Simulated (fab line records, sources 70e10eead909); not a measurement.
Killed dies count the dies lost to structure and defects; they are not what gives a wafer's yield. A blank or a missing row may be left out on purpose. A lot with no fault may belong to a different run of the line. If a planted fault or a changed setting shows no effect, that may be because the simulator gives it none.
The tool behind it: which one? ; flow nandHarc ; 12 lots with 36 wafers sampled at 4 steps, on a route of 1302 steps

== WHAT THE GAUGES READ, wafer by wafer ==
NHARC_A_ONON_D1_THK_MEAS_14: measures by ellipsometry.
lot;measured;on;thkNm (nm)
L075;day 8 16:34;filmMetro-01;1002 1003 1002
L077;day 9 01:08;filmMetro-01;1000 1001 1001
L079;day 9 20:36;filmMetro-02;1012 1010 1009
L081;day 10 23:08;filmMetro-01;993 994 995
L083;day 12 00:06;filmMetro-02;1013 1012 1013
L085;day 12 09:28;filmMetro-02;1004 1004 1005
L087;day 13 00:04;filmMetro-01;976 977 976
L089;day 13 22:26;filmMetro-01;997 997 997
L091;day 15 00:22;filmMetro-01;999 999 1000
L093;day 15 23:36;filmMetro-01;981 980 981
L096;day 16 22:23;filmMetro-01;1005 1004 1006
L097;day 17 10:18;filmMetro-02;1001 1001 1000

== EACH LOT AND THE TOOL THAT RAN IT (in order: tool; ch and the chambers of the sampled wafers; start) ==
lot;NHARC_P_BONDPAD_PRE_CLEAN_26;NHARC_P_BONDPAD_PVD_17;NHARC_A_ZERO_WELL_ETCH_19
L075;pvdSputter-02, day 7 17:06 or earlier;pvdSputter-02, day 7 17:06 or earlier;rieDiel-05 ch 0,1,2, day 7 17:06
L077;pvdSputter-02, day 8 01:36 or earlier;pvdSputter-02, day 8 01:36 or earlier;rieDiel-11 ch 0,2,3, day 8 01:36
L079;pvdSputter-01, day 8 20:07 or earlier;pvdSputter-01, day 8 20:07 or earlier;rieDiel-05 ch 1,2, day 8 20:07
L081;pvdSputter-02, day 9 22:39 or earlier;pvdSputter-02, day 9 22:39 or earlier;rieDiel-11 ch 0,1,2, day 9 22:39
L083;pvdSputter-01, day 10 23:49 or earlier;pvdSputter-01, day 10 23:49 or earlier;rieDiel-05 ch 1,2, day 10 23:49
L085;pvdSputter-03, day 11 09:02 or earlier;pvdSputter-03, day 11 09:02 or earlier;rieDiel-11 ch 0,1,2, day 11 09:02
L087;pvdSputter-03, day 11 23:38 or earlier;pvdSputter-03, day 11 23:38 or earlier;rieDiel-05 ch 0,1,2, day 11 23:38
L089;pvdSputter-01, day 13 01:00 or earlier;pvdSputter-01, day 13 01:00 or earlier;rieDiel-11 ch 0,1,3, day 13 01:00
L091;pvdSputter-03, day 13 21:55 or earlier;pvdSputter-03, day 13 21:55 or earlier;rieDiel-11 ch 0,1,3, day 13 21:55
L093;pvdSputter-02, day 14 23:18 or earlier;pvdSputter-02, day 14 23:18 or earlier;rieDiel-11 ch 0,3, day 14 23:18
L096;pvdSputter-02, day 15 21:09 or earlier;pvdSputter-02, day 15 21:09 or earlier;rieDiel-11 ch 1,2, day 15 21:09
L097;pvdSputter-02, day 16 07:41 or earlier;pvdSputter-02, day 16 07:41 or earlier;rieDiel-11 ch 0,2, day 16 07:41
- NHARC_P_BONDPAD_PRE_CLEAN_26: time 30 s.
- NHARC_P_BONDPAD_PVD_17: deposits TaN, target thk 5 nm, time 8.06 s.
- NHARC_A_ZERO_WELL_ETCH_19: etches the open film in N2/H2, target depth 80 nm, overetch 24 nm, time 87.88 s.

== THE ANSWER, worked out from the rows above alone ==
Rule: the lots themselves supply what counts as usual. Put in order of their means at a reading, lots are off if they are a third of the lots or fewer, leave a main group of 4 or more, and stand apart from it by a gap of 3 or more times the standard deviation of the main group's means; of several such gaps the widest counts. Not used: any main group whose means are identical at the precision the tables above print for the reading. A lot without any number at a reading at which 4 lots or more have one is off too. Where the step has rows for the other lots, those lots are counted as sound.
None of the lots is off at any reading shown; this tells nothing.

== WHAT THE SIMULATOR PUT IN ==
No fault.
